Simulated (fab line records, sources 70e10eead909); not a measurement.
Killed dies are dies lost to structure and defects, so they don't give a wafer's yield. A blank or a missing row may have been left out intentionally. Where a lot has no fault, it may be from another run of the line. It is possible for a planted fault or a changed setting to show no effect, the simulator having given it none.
Matching of chambers | flow nand-harc | pecvd-02 running NHARC_P_M1_PRE_CLEAN_32: 3 sister chambers
The step time 12 s. 20 wafers are shown with their chamber, then 10 later ones without.

== WAFERS WITH THEIR CHAMBER ==
wafer  | chamber | heater-power-w (W)
L075.1 | 2       | 735
L075.2 | 1       | 600
L075.4 | 0       | 559
L081.3 | 2       | 781
L081.4 | 1       | 684
L081.6 | 0       | 605
L083.1 | 1       | 690
L083.2 | 2       | 685
L083.5 | 0       | 551
L084.1 | 1       | 641
L084.2 | 2       | 754
L084.5 | 0       | 621
L086.2 | 0       | 600
L086.3 | 2       | 755
L086.4 | 2       | 738
L087.1 | 2       | 811
L087.2 | 0       | 585
L087.3 | 1       | 667
L089.2 | 1       | 665
L089.4 | 0       | 554

SIGNATURES (averages over the wafers above)
reading        | chamber 0 | chamber 1 | chamber 2 | scatter within a chamber
heater-power-w | 582.14    | 657.83    | 751.29    | 33.8
Rule: a wafer's distance from a chamber is the root of the sum, over the readings, of the square of ((its reading less the chamber's mean) divided by the reading's scatter). The wafer belongs to the nearest chamber; if the next one is less than 2 further off, it can't be placed. The scatter: take each reading less its chamber's mean, square it, sum over the shown wafers, divide by the number of wafers less the number of chambers, and take the root.

== WAFERS WITH NO CHAMBER GIVEN ==
wafer  | heater-power-w (W)
L089.5 | 682
L090.2 | 600
L090.3 | 574
L090.6 | 764
L088.2 | 621
L088.3 | 613
L088.6 | 598
L095.1 | 548
L095.4 | 554
L095.6 | 656

== CHAMBER TAKEN BY EACH ==
wafer  | from the rows above     | in truth
L089.5 | can't be placed: 1 or 2 | 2
L090.2 | can't be placed: 0 or 1 | 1
L090.3 | 0                       | 0
L090.6 | 2                       | 2
L088.2 | can't be placed: 1 or 0 | 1
L088.3 | can't be placed: 0 or 1 | 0
L088.6 | can't be placed: 0 or 1 | 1
L095.1 | 0                       | 0
L095.4 | 0                       | 0
L095.6 | 1                       | 1
5 of 10 placed correctly. From these rows, 5 cannot be placed; in 5 the true chamber is one of the candidates. Placed wrongly: 0.
